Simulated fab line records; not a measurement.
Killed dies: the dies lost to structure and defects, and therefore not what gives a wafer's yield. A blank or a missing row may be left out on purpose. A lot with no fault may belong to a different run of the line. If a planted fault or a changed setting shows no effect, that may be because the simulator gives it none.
fab line records | flow n5Finfet | part 1 of 2: steps 1 to 16 of 21
record: lots: 5 | wafers: 15 | lastDay: 17
route steps=1938 shown FIN_SAQP@119
lots that met no fault: taken from a fault-free run of the same line
startH: the number of hours between the record's first day and the start of the first shown wafer of the lot | waitH: time in hours since the lot's previous step | " the same as in the row above | L1.1+2: one row covering several wafers at once | - no value, or no start was given | * or withheld: withheld | < > ~ a bound
route shown NAME@n: a module of which the file shows steps, and the number in the route of the first | usual: mean/standard deviation of fault-free wafers | same: alike in all rows | chamber/n: place in a boat | sites: each site's reading | _std_site: the standard deviation of these | _edge_site: inner sites' mean taken away from outer sites' mean | radiusMm: how far each site lies from the wafer's centre | mask NAME#n: copy n | behind: tool/chamber where the wafer was last shaped | hold: why the lot went on hold/how many hours it stayed there/how the hold came to an end | device: which transistor (n, p or np) failed to switch | end of line: the tests these same wafers got at the end of their route | a step given without rows: its recipe and nothing more | killed: at the first sort, the dies lost to defects and structure; wafer yield is something else | map: a wafer's dies, x killed, . not, _ none there
set.NAME: the setting as run; set.NAME@STEP: as run at that earlier step | model.NAME: the simulator's own value behind a step, which no gauge read
a table for each step, a row for each wafer; lots at some steps of the route
services: when a tool's chamber went out of use (startH, in hours from the record's first day, below 0 if earlier), for how many hours, and the reason
== steps ==
step: N5_FIN_SAQP_STRIP_74
recipe: chemistry: CHF3/O2 | resist: SiARC | rfFrequencyHz: 6e+07
lot.wafer  | tool       | chamber | startH | waitH
L078.3+4+5 | rieDiel-05 | 2,1,0   | 46.56  | 0.0
L084.2+4+6 | rieDiel-05 | 1,2,1   | 82.47  | 0.0
L087.1+3+6 | rieDiel-06 | 2,3,0   | 101.74 | 0.0
L093.1+5+6 | rieDiel-06 | 1,2,1   | 138.55 | 0.0
L095.1+2+3 | rieDiel-06 | 3,0,1   | 148.21 | 0.0
step: N5_FIN_SAQP_MANDREL_ETCH_22
recipe: targetDepthA: 600 | chemistry: HBr/Cl2 | target: a-Si | stopOn: SiNx | btTimeS: 10 | overEtchFrac: 0.5 | timeS: 30 | pressureMtorr: 10 | icpW: 800 | biasW: 75 | HBr_flow_sccm: 150 | Cl2_flow_sccm: 80 | ends: endPoint
usual: drypumpMotorCurrentA: 5.6/0.35 | heBacksideLeakSccm: 2.74/0.28 | oesProductAu: 0.769/0.016 | throttleValvePct: 35.5/0.39
same: overEtchFrac: 0.5
lot.wafer | tool     | chamber | startH | waitH | drypumpMotorCurrentA | heBacksideLeakSccm | oesProductAu | rfHoursCounterH | throttleValvePct
L078.3    | rieSi-05 | 3       | 46.59  | 0.0   | 5.3                  | 2.66               | 0.779        | 60              | 35.1
L078.4    | "        | 2       | "      | "     | 5.2                  | 2.49               | 0.772        | 157             | 34.8
L078.5    | "        | 2       | "      | "     | 5.2                  | 2.52               | 0.784        | -               | 34.8
L084.2    | rieSi-05 | 3       | 82.50  | 0.0   | 5.3                  | 2.56               | 0.764        | 61              | 35.1
L084.4    | "        | 1       | "      | "     | 5.8                  | 3.00               | 0.771        | -               | 35.8
L084.6    | "        | 2       | "      | "     | 5.2                  | 2.39               | 0.769        | -               | 34.8
L087.1    | rieSi-03 | 1       | 101.77 | 0.0   | 6.1                  | 2.75               | 0.739        | 170             | 36.0
L087.3    | "        | 2       | "      | "     | 5.3                  | 2.57               | 0.782        | 53              | 35.4
L087.6    | "        | 3       | "      | "     | 6.1                  | 2.92               | 0.779        | -               | 35.7
L093.1    | rieSi-05 | 0       | 138.59 | 0.0   | 5.4                  | 2.92               | 0.727        | 1               | 35.2
L093.5    | "        | 0       | "      | "     | 5.4                  | 2.75               | 0.746        | -               | 35.2
L093.6    | "        | 3       | "      | "     | 5.3                  | 2.65               | 0.791        | -               | 35.1
L095.1    | rieSi-03 | 2       | 148.24 | 0.0   | 5.3                  | 2.65               | 0.771        | 54              | 35.4
L095.2    | "        | 3       | "      | "     | 6.1                  | 2.82               | 0.772        | 9               | 35.7
L095.3    | "        | 0       | "      | "     | 6.0                  | 2.68               | 0.755        | 0               | 35.9
step: N5_FIN_SAQP_STRIP_55
recipe: chemistry: N2/H2 | powerW: 500 | tempC: 40 | pressureMtorr: 50 | rfFrequencyHz: 6e+07 | overashFraction: 0.3 | biasPowerW: 28 | h2Frac: 0.5 | n2FlowSccm: 300 | h2FlowSccm: 300
usual: drypumpMotorCurrentA: 5.9/0.57 | oesProductAu: 0.77/0.072 | rfVppV: 121.5/1.4 | showerheadPlenumPTorr: 3.34/0.097 | tempC: 40.01/0.12 | throttleValvePct: 18.95/0.27
lot.wafer | tool       | chamber | startH | waitH | drypumpMotorCurrentA | oesProductAu | rfHoursCounterH | rfVppV | showerheadPlenumPTorr | tempC | throttleValvePct
L078.3    | rieDiel-05 | 0       | 46.69  | 0.1   | 5.3                  | 0.70         | 175             | 122.0  | 3.50                  | 39.96 | 19.04
L078.4    | "          | 2       | "      | "     | 5.6                  | 0.83         | 92              | 124.4  | 3.37                  | 40.21 | 18.68
L078.5    | "          | 2       | "      | "     | 5.6                  | 0.82         | -               | 123.0  | 3.37                  | 40.01 | 18.69
L084.2    | rieDiel-06 | 2       | 82.60  | 0.1   | 5.3                  | 0.91         | 30              | 119.5  | 3.29                  | 39.82 | 18.62
L084.4    | "          | 3       | "      | "     | 4.8                  | 0.80         | -               | 120.1  | 3.27                  | 40.07 | 19.07
L084.6    | "          | 0       | "      | "     | 6.5                  | 0.76         | -               | 120.6  | 3.24                  | 40.05 | 18.73
L087.1    | rieDiel-05 | 3       | 101.87 | 0.1   | 6.7                  | 0.75         | 176             | 122.3  | 3.20                  | 39.86 | 19.13
L087.3    | "          | 1       | "      | "     | 5.9                  | 0.87         | 35              | 121.6  | 3.30                  | 40.01 | 19.22
L087.6    | "          | 1       | "      | "     | 6.0                  | 0.86         | -               | 123.1  | 3.30                  | 40.14 | 19.19
L093.1    | rieDiel-05 | 2       | 138.69 | 0.1   | 5.6                  | 0.79         | 122             | 123.7  | 3.36                  | 40.03 | 18.74
L093.5    | "          | 0       | "      | "     | 5.3                  | 0.68         | -               | 122.6  | 3.48                  | 40.04 | 19.12
L093.6    | "          | 3       | "      | "     | 6.7                  | 0.74         | -               | 121.3  | 3.20                  | 39.92 | 19.16
L095.1    | rieDiel-05 | 2       | 148.34 | 0.1   | 5.6                  | 0.79         | 126             | 121.1  | 3.36                  | 40.02 | 18.75
L095.2    | "          | 1       | "      | "     | 6.0                  | 0.86         | 53              | 122.3  | 3.30                  | 39.98 | 19.22
L095.3    | "          | 0       | "      | "     | 5.3                  | 0.69         | 214             | 120.3  | 3.48                  | 40.18 | 19.10
step: N5_FIN_SAQP_STRIP_23
recipe: chemistry: SPM | timeS: 750 | tempC: 130 | h2so4H2o2VolRatio: 4
usual: tempC: 130.00/0.13
lot.wafer | tool        | chamber | startH | waitH | tempC
L078.3    | wetBench-04 | 4       | 46.76  | -     | 130.10
L078.4    | "           | 6       | "      | "     | 130.20
L078.5    | "           | 7       | "      | "     | 129.89
L084.2    | wetBench-01 | 5       | 82.67  | -     | 130.40
L084.4    | "           | 0       | "      | "     | 129.99
L084.6    | "           | 6       | "      | "     | 129.80
L087.1    | wetBench-04 | 3       | 101.94 | -     | 129.88
L087.3    | "           | 6       | "      | "     | 129.92
L087.6    | "           | 0       | "      | "     | 129.91
L093.1    | wetBench-02 | 4       | 138.76 | -     | 129.67
L093.5    | "           | 6       | "      | "     | 130.04
L093.6    | "           | 7       | "      | "     | 129.94
L095.1    | wetBench-02 | 6       | 148.41 | -     | 130.05
L095.2    | "           | 3       | "      | "     | 129.97
L095.3    | "           | 0       | "      | "     | 129.98
step: N5_FIN_SAQP_SRD_66
recipe: dry: ipaMarangoni | timeS: 30 | tempC: 23 | rinseLiquid: diw
usual: tempC: 23.00/0.11
lot.wafer | tool        | chamber | startH | waitH | tempC
L078.3    | wetBench-04 | 4       | 46.97  | 0.0   | 23.14
L078.4    | "           | 6       | "      | "     | 23.11
L078.5    | "           | 7       | "      | "     | 23.20
L084.2    | wetBench-01 | 5       | 82.88  | 0.0   | 23.11
L084.4    | "           | 0       | "      | "     | 23.12
L084.6    | "           | 6       | "      | "     | 22.75
L087.1    | wetBench-04 | 3       | 102.17 | 0.0   | 22.93
L087.3    | "           | 6       | "      | "     | 22.97
L087.6    | "           | 0       | "      | "     | 22.98
L093.1    | wetBench-02 | 4       | 138.97 | 0.0   | 22.91
L093.5    | "           | 6       | "      | "     | 22.90
L093.6    | "           | 7       | "      | "     | 23.04
L095.1    | wetBench-02 | 6       | 148.62 | 0.0   | 23.00
L095.2    | "           | 3       | "      | "     | 22.96
L095.3    | "           | 0       | "      | "     | 23.02
step: N5_FIN_SAQP_RECESS_75
recipe: chemistry: HF/NH3 | target: SiO2 | targetDepthA: 144 | afsCycles: 3 | tempC: 30 | sublimationTempC: 180 | sublimationTimeS: 60
usual: drypumpMotorCurrentA: 5.5/0.43 | tempC: 29.99/0.11
lot.wafer | tool         | chamber | startH | waitH | drypumpMotorCurrentA | tempC
L078.3    | vaporEtch-02 | 0       | 47.13  | 0.1   | 5.6                  | 30.08
L078.4    | "            | 1       | "      | "     | 5.1                  | 30.14
L078.5    | "            | 0       | "      | "     | 5.7                  | 30.02
L084.2    | vaporEtch-01 | 0       | 82.93  | 0.0   | 5.2                  | 30.12
L084.4    | "            | 1       | "      | "     | 6.2                  | 30.05
L084.6    | "            | 1       | "      | "     | 6.2                  | 29.86
L087.1    | vaporEtch-02 | 1       | 102.81 | 0.6   | 5.1                  | 30.01
L087.3    | "            | 0       | "      | "     | 5.7                  | 29.87
L087.6    | "            | 1       | "      | "     | 5.1                  | 29.84
L093.1    | vaporEtch-01 | 0       | 139.01 | 0.0   | 5.2                  | 29.97
L093.5    | "            | 1       | "      | "     | 6.2                  | 29.98
L093.6    | "            | 0       | "      | "     | 5.2                  | 30.11
L095.1    | vaporEtch-01 | 1       | 148.66 | 0.0   | 6.2                  | 30.01
L095.2    | "            | 0       | "      | "     | 5.2                  | 30.06
L095.3    | "            | 0       | "      | "     | 5.2                  | 29.97
step: N5_FIN_SAQP_SPACER1_ALD_24
recipe: material: SiO2 | targetThkA: 203 | tempC: 300 | aldPrecursorFamily: BDEAS | aldCoReactant: O2-plasma | pulseTimeS: 1 | purgeTimeS: 2 | coReactantPurgeTimeS: 2 | aldCycles: 218 | pressureTorr: 2
usual: heaterPowerW: 463/45 | precursorPulseHeightRel: 1.001/0.019
same: pulseTimeS: 1
lot.wafer | tool      | chamber | startH | waitH | heaterPowerW | precursorPulseHeightRel
L078.3    | aldSin-01 | 1       | 47.40  | 0.1   | 480          | 0.981
L078.4    | "         | 2       | "      | "     | 447          | 1.022
L078.5    | "         | 3       | "      | "     | 482          | 0.964
L084.2    | aldSin-02 | 2       | 83.31  | 0.3   | 440          | 0.994
L084.4    | "         | 0       | "      | "     | 506          | 0.983
L084.6    | "         | 0       | "      | "     | 508          | 1.016
L087.1    | aldSin-02 | 0       | 103.19 | 0.3   | 514          | 0.989
L087.3    | "         | 2       | "      | "     | 441          | 1.037
L087.6    | "         | 0       | "      | "     | 506          | 1.011
L093.1    | aldSin-03 | 2       | 139.40 | 0.3   | 407          | 1.000
L093.5    | "         | 0       | "      | "     | 425          | 1.022
L093.6    | "         | 3       | "      | "     | 533          | 0.982
L095.1    | aldSin-03 | 1       | 149.10 | 0.3   | 497          | 1.035
L095.2    | "         | 0       | "      | "     | 434          | 0.995
L095.3    | "         | 3       | "      | "     | 544          | 0.996
step: N5_FIN_SAQP_SPACER1_ETCHBACK_25
recipe: chemistry: CHF3/O2 | mode: anisotropicEtchback | target: SiO2 | targetDepthA: 244 | timeS: 12.2 | pressureMtorr: 30 | sourceW: 650 | biasW: 170 | Ar_flow_sccm: 200 | CHF3_flow_sccm: 50 | O2_flow_sccm: 5 | ionEnergyEv: 200
usual: drypumpMotorCurrentA: 5.9/0.58 | mfcArSccm: 200.0/0.66 | oesProductAu: 0.75/0.066 | rfVppV: 520/8 | showerheadPlenumPTorr: 2.39/0.066 | throttleValvePct: 18.85/0.15
lot.wafer | tool       | chamber | startH | waitH | drypumpMotorCurrentA | mfcArSccm | oesProductAu | rfHoursCounterH | rfVppV | showerheadPlenumPTorr | throttleValvePct
L078.3    | rieDiel-01 | 3       | 48.11  | 0.4   | 5.9                  | 199.8     | 0.72         | 209             | 520    | 2.48                  | 18.88
L078.4    | "          | 2       | "      | "     | 6.7                  | 200.9     | 0.80         | -               | 526    | 2.41                  | 18.68
L078.5    | "          | 3       | "      | "     | 5.9                  | 199.6     | 0.72         | -               | 519    | 2.48                  | 18.87
L084.2    | rieDiel-01 | 1       | 84.14  | 0.5   | 5.3                  | 199.2     | 0.75         | 140             | 525    | 2.40                  | 19.03
L084.4    | "          | 2       | "      | "     | 6.7                  | 199.3     | 0.78         | 133             | 526    | 2.41                  | 18.71
L084.6    | "          | 1       | "      | "     | 5.3                  | 198.9     | 0.75         | -               | 528    | 2.40                  | 19.04
L087.1    | rieDiel-05 | 3       | 103.91 | 0.4   | 6.8                  | 200.2     | 0.74         | 177             | 510    | 2.30                  | 19.02
L087.3    | "          | 0       | "      | "     | 5.3                  | 199.5     | 0.69         | 197             | 534    | 2.47                  | 18.86
L087.6    | "          | 2       | "      | "     | 5.6                  | 199.9     | 0.80         | -               | 524    | 2.44                  | 18.90
L093.1    | rieDiel-06 | 2       | 140.16 | 0.4   | 5.4                  | 200.0     | 0.86         | 50              | 532    | 2.34                  | 18.54
L093.5    | "          | 1       | "      | "     | 5.8                  | 198.8     | 0.66         | -               | 521    | 2.46                  | 18.88
L093.6    | "          | 0       | "      | "     | 6.4                  | 200.2     | 0.75         | -               | 505    | 2.32                  | 19.08
L095.1    | rieDiel-06 | 3       | 149.86 | 0.4   | 4.8                  | 200.1     | 0.78         | 122             | 511    | 2.33                  | 18.79
L095.2    | "          | 2       | "      | "     | 5.3                  | 200.0     | 0.85         | 53              | 531    | 2.34                  | 18.55
L095.3    | "          | 0       | "      | "     | 6.5                  | 201.1     | 0.75         | 151             | 507    | 2.32                  | 19.09
step: N5_FIN_SAQP_MANDREL1_REMOVE_56
recipe: chemistry: HBr/Cl2/O2 | btTimeS: 10 | target: a-Si | stopOn: SiNx | endpoint: OES-SiCl | overEtchFrac: 1 | icpW: 600 | biasW: 22 | HBr_flow_sccm: 150 | Cl2_flow_sccm: 80 | O2_flow_sccm: 5 | pressureMtorr: 10
usual: drypumpMotorCurrentA: 5.7/0.34 | heBacksideLeakSccm: 2.63/0.29 | oesProductAu: 0.996/0.015 | throttleValvePct: 36.8/0.33
same: overEtchFrac: 1
lot.wafer | tool     | chamber | startH | waitH | drypumpMotorCurrentA | heBacksideLeakSccm | oesProductAu | rfHoursCounterH | throttleValvePct
L078.3    | rieSi-03 | 0       | 48.20  | 0.1   | 6.0                  | 3.18               | 1.021        | 195             | 37.3
L078.4    | "        | 1       | "      | "     | 6.1                  | 2.63               | 0.960        | 169             | 37.3
L078.5    | "        | 2       | "      | "     | 5.3                  | 2.60               | 1.004        | -               | 36.8
L084.2    | rieSi-02 | 2       | 84.23  | 0.1   | 5.5                  | 2.56               | 0.991        | 128             | 36.8
L084.4    | "        | 1       | "      | "     | 5.7                  | 2.43               | 0.984        | 20              | 36.6
L084.6    | "        | 1       | "      | "     | 5.7                  | 2.44               | 0.979        | -               | 36.6
L087.1    | rieSi-05 | 0       | 104.00 | 0.1   | 5.4                  | 2.83               | 0.980        | 0               | 36.6
L087.3    | "        | 2       | "      | "     | 5.2                  | 2.48               | 1.003        | 158             | 36.1
L087.6    | "        | 3       | "      | "     | 5.3                  | 2.64               | 1.006        | -               | 36.4
L093.1    | rieSi-03 | 2       | 140.25 | 0.1   | 5.3                  | 2.78               | 1.017        | 53              | 36.8
L093.5    | "        | 1       | "      | "     | 6.1                  | 2.89               | 0.991        | -               | 37.3
L093.6    | "        | 3       | "      | "     | 6.1                  | 2.89               | 1.014        | -               | 37.1
L095.1    | rieSi-02 | 0       | 149.95 | 0.1   | 6.1                  | 2.22               | 1.010        | 0               | 37.0
L095.2    | "        | 2       | "      | "     | 5.5                  | 2.61               | 0.986        | 129             | 36.8
L095.3    | "        | 3       | "      | "     | 5.4                  | 2.30               | 0.995        | 33              | 36.5
step: N5_FIN_SAQP_CD_MEAS_27
recipe: targetCdNm: 20 | landingEnergyEv: 1000 | detector: seInlens | polarity: line
usual: cdNm: 20.30/0.22
lot.wafer | tool     | chamber | startH | waitH | cdNm
L078.3    | cdSem-01 | 0       | 48.32  | 0.1   | 20.66
L078.4    | "        | 0       | "      | "     | 20.49
L078.5    | "        | 0       | "      | "     | 20.25
L084.2    | cdSem-02 | 0       | 84.34  | 0.1   | 20.07
L084.4    | "        | 0       | "      | "     | 20.28
L084.6    | "        | 0       | "      | "     | 20.39
L087.1    | cdSem-02 | 0       | 104.11 | 0.1   | 20.56
L087.3    | "        | 0       | "      | "     | 20.31
L087.6    | "        | 0       | "      | "     | 20.27
L093.1    | cdSem-01 | 0       | 140.36 | 0.1   | 20.35
L093.5    | "        | 0       | "      | "     | 20.00
L093.6    | "        | 0       | "      | "     | 20.79
L095.1    | cdSem-02 | 0       | 150.06 | 0.1   | 20.41
L095.2    | "        | 0       | "      | "     | 20.29
L095.3    | "        | 0       | "      | "     | 20.23
step: N5_FIN_SAQP_ETCH_57
recipe: chemistry: CH3F/O2 | target: SiNx | maskMaterial: SiO2 | targetDepthA: 325 | timeS: 46.4 | pressureMtorr: 30 | sourceW: 395 | biasW: 73 | Ar_flow_sccm: 150 | CH3F_flow_sccm: 30 | O2_flow_sccm: 20 | ionEnergyEv: 120 | ends: cleared
usual: drypumpMotorCurrentA: 5.8/0.57 | etchRfOnTimeS: 46.4/1.2 | mfcArSccm: 150.0/0.43 | oesProductAu: 0.66/0.063 | rfVppV: 296/4.5 | showerheadPlenumPTorr: 1.98/0.055 | throttleValvePct: 16.29/0.15
lot.wafer | tool       | chamber | startH | waitH | drypumpMotorCurrentA | etchRfOnTimeS | mfcArSccm | oesProductAu | rfHoursCounterH | rfVppV | showerheadPlenumPTorr | throttleValvePct
L078.3    | rieDiel-01 | 3       | 48.36  | 0.0   | 5.9                  | 45.2          | 149.5     | 0.62         | 209             | 293    | 2.06                  | 16.32
L078.4    | "          | 3       | "      | "     | 5.9                  | 46.3          | 150.1     | 0.61         | -               | 294    | 2.06                  | 16.33
L078.5    | "          | 0       | "      | "     | 6.2                  | 46.7          | 149.5     | 0.61         | -               | 293    | 1.90                  | 16.21
L084.2    | rieDiel-06 | 0       | 84.55  | 0.2   | 6.4                  | 45.8          | 149.9     | 0.65         | 129             | 288    | 1.93                  | 16.47
L084.4    | "          | 1       | "      | "     | 5.8                  | 48.8          | 149.8     | 0.57         | 218             | 294    | 2.05                  | 16.33
L084.6    | "          | 3       | "      | "     | 4.8                  | 45.6          | 150.2     | 0.68         | -               | 290    | 1.94                  | 16.19
L087.1    | rieDiel-05 | 2       | 104.16 | 0.0   | 5.6                  | 45.4          | 150.1     | 0.68         | 116             | 295    | 2.02                  | 16.34
L087.3    | "          | 3       | "      | "     | 6.7                  | 47.5          | 149.6     | 0.63         | 177             | 289    | 1.90                  | 16.47
L087.6    | "          | 2       | "      | "     | 5.6                  | 46.7          | 150.4     | 0.68         | -               | 298    | 2.02                  | 16.32
L093.1    | rieDiel-06 | 1       | 140.41 | 0.0   | 5.8                  | 48.4          | 150.5     | 0.56         | 239             | 297    | 2.04                  | 16.37
L093.5    | "          | 1       | "      | "     | 5.8                  | 48.8          | 150.3     | 0.56         | -               | 295    | 2.04                  | 16.37
L093.6    | "          | 0       | "      | "     | 6.4                  | 46.5          | 149.2     | 0.64         | -               | 288    | 1.92                  | 16.50
L095.1    | rieDiel-01 | 2       | 150.30 | 0.2   | 6.7                  | 45.6          | 150.3     | 0.66         | 155             | 300    | 1.99                  | 16.23
L095.2    | "          | 3       | "      | "     | 5.9                  | 44.5          | 150.2     | 0.59         | 246             | 295    | 2.04                  | 16.38
L095.3    | "          | 1       | "      | "     | 5.3                  | 45.8          | 150.3     | 0.64         | 162             | 300    | 1.98                  | 16.52
step: N5_FIN_SAQP_ETCH_65
recipe: chemistry: CF4 | target: SiO2 | targetDepthA: 40 | ionEnergyEv: 350 | timeS: 4.4 | pressureMtorr: 10 | icpW: 800 | biasW: 400 | cf4FlowSccm: 80
usual: drypumpMotorCurrentA: 5.6/0.34 | heBacksideLeakSccm: 2.7/0.38 | oesProductAu: 0.996/0.021 | throttleValvePct: 21.86/0.25
lot.wafer | tool     | chamber | startH | waitH | drypumpMotorCurrentA | heBacksideLeakSccm | oesProductAu | rfHoursCounterH | throttleValvePct
L078.3    | rieSi-02 | 1       | 48.47  | 0.1   | 5.7                  | 2.4                | 1.012        | 19              | 21.76
L078.4    | "        | 0       | "      | "     | 6.1                  | 2.5                | 0.964        | 197             | 21.76
L078.5    | "        | 1       | "      | "     | 5.7                  | 2.4                | 1.005        | -               | 21.76
L084.2    | rieSi-05 | 1       | 84.66  | 0.1   | 5.8                  | 3.0                | 0.972        | 129             | 22.11
L084.4    | "        | 0       | "      | "     | 5.4                  | 2.6                | 0.944        | 0               | 21.54
L084.6    | "        | 2       | "      | "     | 5.2                  | 2.4                | 1.003        | -               | 21.45
L087.1    | rieSi-02 | 2       | 104.26 | 0.1   | 5.5                  | 2.6                | 0.999        | 128             | 22.04
L087.3    | "        | 3       | "      | "     | 5.4                  | 2.3                | 0.985        | 32              | 21.68
L087.6    | "        | 0       | "      | "     | 6.1                  | 2.6                | 0.971        | -               | 21.76
L093.1    | rieSi-05 | 0       | 140.52 | 0.1   | 5.4                  | 2.9                | 0.964        | 1               | 21.56
L093.5    | "        | 1       | "      | "     | 5.8                  | 4.7                | 0.990        | -               | 22.12
L093.6    | "        | 0       | "      | "     | 5.4                  | 2.8                | 0.965        | -               | 21.55
L095.1    | rieSi-05 | 1       | 150.40 | 0.1   | 5.8                  | 2.9                | 0.975        | 130             | 22.09
L095.2    | "        | 0       | "      | "     | 5.4                  | 2.7                | 0.953        | 1               | 21.56
L095.3    | "        | 3       | "      | "     | 5.3                  | 2.6                | 1.021        | 62              | 21.77
step: N5_FIN_SAQP_MANDREL_ETCH_58
recipe: chemistry: HBr/Cl2 | target: a-Si | targetDepthA: 450 | btTimeS: 10 | stopOn: SiNx | maskMaterial: SiO2 | overEtchFrac: 0.8 | timeS: 27 | pressureMtorr: 10 | icpW: 800 | biasW: 75 | HBr_flow_sccm: 150 | Cl2_flow_sccm: 80 | ends: endPoint
usual: drypumpMotorCurrentA: 5.6/0.34 | heBacksideLeakSccm: 2.70/0.27 | oesProductAu: 0.698/0.014 | throttleValvePct: 35.7/0.37
same: overEtchFrac: 0.8
lot.wafer | tool     | chamber | startH | waitH | drypumpMotorCurrentA | heBacksideLeakSccm | oesProductAu | rfHoursCounterH | throttleValvePct
L078.3    | rieSi-02 | 1       | 48.50  | 0.0   | 5.7                  | 2.44               | 0.693        | 19              | 35.5
L078.4    | "        | 0       | "      | "     | 6.1                  | 2.47               | 0.686        | 197             | 35.8
L078.5    | "        | 1       | "      | "     | 5.7                  | 2.40               | 0.714        | -               | 35.5
L084.2    | rieSi-05 | 1       | 84.70  | 0.0   | 5.8                  | 2.97               | 0.693        | 129             | 36.0
L084.4    | "        | 0       | "      | "     | 5.4                  | 2.65               | 0.690        | 0               | 35.4
L084.6    | "        | 2       | "      | "     | 5.3                  | 2.48               | 0.705        | -               | 35.0
L087.1    | rieSi-02 | 2       | 104.30 | 0.0   | 5.5                  | 2.62               | 0.694        | 128             | 35.7
L087.3    | "        | 3       | "      | "     | 5.4                  | 2.26               | 0.703        | 32              | 35.4
L087.6    | "        | 0       | "      | "     | 6.1                  | 2.58               | 0.691        | -               | 35.8
L093.1    | rieSi-05 | 0       | 140.55 | 0.0   | 5.4                  | 2.61               | 0.673        | 1               | 35.5
L093.5    | "        | 1       | "      | "     | 5.8                  | 2.93               | 0.689        | -               | 36.0
L093.6    | "        | 0       | "      | "     | 5.4                  | 2.81               | 0.685        | -               | 35.4
L095.1    | rieSi-05 | 1       | 150.44 | 0.0   | 5.8                  | 2.90               | 0.689        | 130             | 36.0
L095.2    | "        | 0       | "      | "     | 5.4                  | 2.84               | 0.669        | 1               | 35.5
L095.3    | "        | 3       | "      | "     | 5.3                  | 2.75               | 0.702        | 62              | 35.3
step: N5_FIN_SAQP_RECESS_63
recipe: chemistry: HF/NH3 | target: SiO2 | targetDepthA: 180 | afsCycles: 3 | tempC: 30 | sublimationTempC: 180 | sublimationTimeS: 60
usual: drypumpMotorCurrentA: 5.6/0.44 | tempC: 30.00/0.11
lot.wafer | tool         | chamber | startH | waitH | drypumpMotorCurrentA | tempC
L078.3    | vaporEtch-02 | 1       | 48.70  | 0.2   | 5.1                  | 29.91
L078.4    | "            | 0       | "      | "     | 5.7                  | 29.92
L078.5    | "            | 1       | "      | "     | 5.1                  | 29.91
L084.2    | vaporEtch-01 | 0       | 84.78  | 0.1   | 5.2                  | 29.99
L084.4    | "            | 1       | "      | "     | 6.2                  | 29.93
L084.6    | "            | 0       | "      | "     | 5.2                  | 29.94
L087.1    | vaporEtch-02 | 0       | 104.38 | 0.1   | 5.7                  | 29.92
L087.3    | "            | 1       | "      | "     | 5.1                  | 29.97
L087.6    | "            | 0       | "      | "     | 5.6                  | 30.04
L093.1    | vaporEtch-02 | 1       | 140.63 | 0.1   | 5.1                  | 29.78
L093.5    | "            | 1       | "      | "     | 5.1                  | 29.89
L093.6    | "            | 0       | "      | "     | 5.7                  | 29.97
L095.1    | vaporEtch-02 | 1       | 150.79 | 0.3   | 5.1                  | 30.03
L095.2    | "            | 0       | "      | "     | 5.7                  | 30.06
L095.3    | "            | 1       | "      | "     | 5.1                  | 30.02
step: N5_FIN_SAQP_COAT_68
recipe: resist: SOC | tempC: 250 | timeS: 60 | spinRpm: 1500 | resistThkNm: 100
usual: resistLineTempC: 23.02/0.1
lot.wafer | tool          | chamber | startH | waitH | resistLineTempC
L078.3    | lithoTrack-02 | 0       | 48.97  | 0.2   | 22.94
L078.4    | "             | 0       | "      | "     | 22.99
L078.5    | "             | 0       | "      | "     | 23.16
L084.2    | lithoTrack-01 | 0       | 85.16  | 0.3   | 23.12
L084.4    | "             | 0       | "      | "     | 22.94
L084.6    | "             | 0       | "      | "     | 23.07
L087.1    | lithoTrack-02 | 0       | 104.76 | 0.3   | 22.95
L087.3    | "             | 0       | "      | "     | 22.91
L087.6    | "             | 0       | "      | "     | 22.82
L093.1    | lithoTrack-02 | 0       | 141.01 | 0.3   | 23.14
L093.5    | "             | 0       | "      | "     | 23.17
L093.6    | "             | 0       | "      | "     | 23.01
L095.1    | lithoTrack-05 | 0       | 151.17 | 0.3   | 22.94
L095.2    | "             | 0       | "      | "     | 22.94
L095.3    | "             | 0       | "      | "     | 22.94
step: N5_FIN_SAQP_ETCH_69
recipe: chemistry: N2/H2 | target: SOC | targetDepthA: 1500 | stopOn: SiNx | ionEnergyEv: 100 | biasW: 61 | pressureMtorr: 30 | sourceW: 850 | n2FlowSccm: 200 | h2FlowSccm: 200
usual: drypumpMotorCurrentA: 5.8/0.58 | oesProductAu: 0.76/0.069 | rfVppV: 240.3/1.3 | showerheadPlenumPTorr: 2.52/0.074 | throttleValvePct: 17.84/0.14
lot.wafer | tool       | chamber | startH | waitH | drypumpMotorCurrentA | oesProductAu | rfHoursCounterH | rfVppV | showerheadPlenumPTorr | throttleValvePct
L078.3    | rieDiel-06 | 1       | 49.03  | -     | 5.8                  | 0.66         | 212             | 243.4  | 2.64                  | 17.93
L078.4    | "          | 2       | "      | "     | 5.3                  | 0.89         | -               | 239.7  | 2.49                  | 17.49
L078.5    | "          | 0       | "      | "     | 6.4                  | 0.75         | -               | 241.2  | 2.46                  | 17.89
L084.2    | rieDiel-01 | 1       | 85.26  | -     | 5.3                  | 0.75         | 141             | 241.7  | 2.54                  | 17.96
L084.4    | "          | 0       | "      | "     | 6.2                  | 0.69         | 225             | 238.3  | 2.42                  | 17.87
L084.6    | "          | 0       | "      | "     | 6.1                  | 0.69         | -               | 239.0  | 2.42                  | 17.88
L087.1    | rieDiel-06 | 2       | 104.82 | -     | 5.3                  | 0.87         | 38              | 241.8  | 2.49                  | 17.52
L087.3    | "          | 1       | "      | "     | 5.8                  | 0.66         | 226             | 241.4  | 2.63                  | 17.94
L087.6    | "          | 0       | "      | "     | 6.4                  | 0.74         | -               | 240.3  | 2.45                  | 17.93
L093.1    | rieDiel-05 | 0       | 141.08 | -     | 5.3                  | 0.66         | 212             | 241.4  | 2.64                  | 17.98
L093.5    | "          | 3       | "      | "     | 6.7                  | 0.72         | -               | 238.0  | 2.42                  | 18.01
L093.6    | "          | 2       | "      | "     | 5.6                  | 0.77         | -               | 241.1  | 2.54                  | 17.68
L095.1    | rieDiel-05 | 0       | 151.29 | -     | 5.3                  | 0.67         | 216             | 241.4  | 2.63                  | 17.99
L095.2    | "          | 3       | "      | "     | 6.7                  | 0.73         | 194             | 239.2  | 2.41                  | 18.01
L095.3    | "          | 2       | "      | "     | 5.6                  | 0.77         | 128             | 241.2  | 2.54                  | 17.69
